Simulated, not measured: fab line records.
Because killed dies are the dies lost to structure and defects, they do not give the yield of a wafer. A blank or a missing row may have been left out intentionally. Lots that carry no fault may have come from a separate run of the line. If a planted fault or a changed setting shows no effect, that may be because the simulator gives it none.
Matching of chambers + flow nand harc + NHARC_P_M1_STRIP_18 on rie diel-05: 4 sister chambers
The step strips in N2/H2. 4 wafers are shown with their chamber, then 12 later ones without.

## EACH WAFER AND ITS CHAMBER
| wafer  | chamber | showerhead plenum p Torr (Torr) |
|--------|---------|---------------------------------|
| L090.3 | 3       | 2.08                            |
| L094.1 | 2       | 1.94                            |
| L094.4 | 0       | 2.13                            |
| L094.5 | 1       | 1.94                            |

## WAFERS WHOSE CHAMBER IS MISSING
| wafer  | showerhead plenum p Torr (Torr) |
|--------|---------------------------------|
| L094.2 | 1.94                            |
| L094.3 | 2.08                            |
| L094.6 | 2.13                            |
| L095.1 | 1.94                            |
| L095.3 | 2.08                            |
| L095.6 | 2.13                            |
| L097.2 | 1.94                            |
| L097.4 | 2.08                            |
| L097.6 | 2.12                            |
| L097.1 | 2.12                            |
| L097.3 | 1.94                            |
| L097.5 | 2.08                            |

## WHICH CHAMBER EACH ONE RAN IN
| wafer  | from the rows above     | in truth |
|--------|-------------------------|----------|
| L094.2 | can't be placed: 1 or 2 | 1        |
| L094.3 | 3                       | 3        |
| L094.6 | 0                       | 0        |
| L095.1 | can't be placed: 1 or 2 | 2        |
| L095.3 | 3                       | 3        |
| L095.6 | 0                       | 0        |
| L097.2 | can't be placed: 1 or 2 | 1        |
| L097.4 | 3                       | 3        |
| L097.6 | 0                       | 0        |
| L097.1 | 0                       | 0        |
| L097.3 | can't be placed: 1 or 2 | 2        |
| L097.5 | 3                       | 3        |
Placed correctly: 8 of 12. Unplaceable from these rows: 4, with the true chamber sitting among the candidates in 4. Number placed wrongly: 0.
How it was worked out, from the rows above alone: a wafer's distance from a chamber is the root of the sum, over the readings, of the square of ((its reading less the chamber's mean) divided by the reading's scatter). The wafer belongs to the nearest chamber; if the next one is less than 2 further off, it can't be placed. For every chamber, the mean is computed from those of its wafers that are shown. The scatter: with one shown wafer a chamber, the root of the mean of the squares of how far each hidden wafer lies from its nearest shown one.
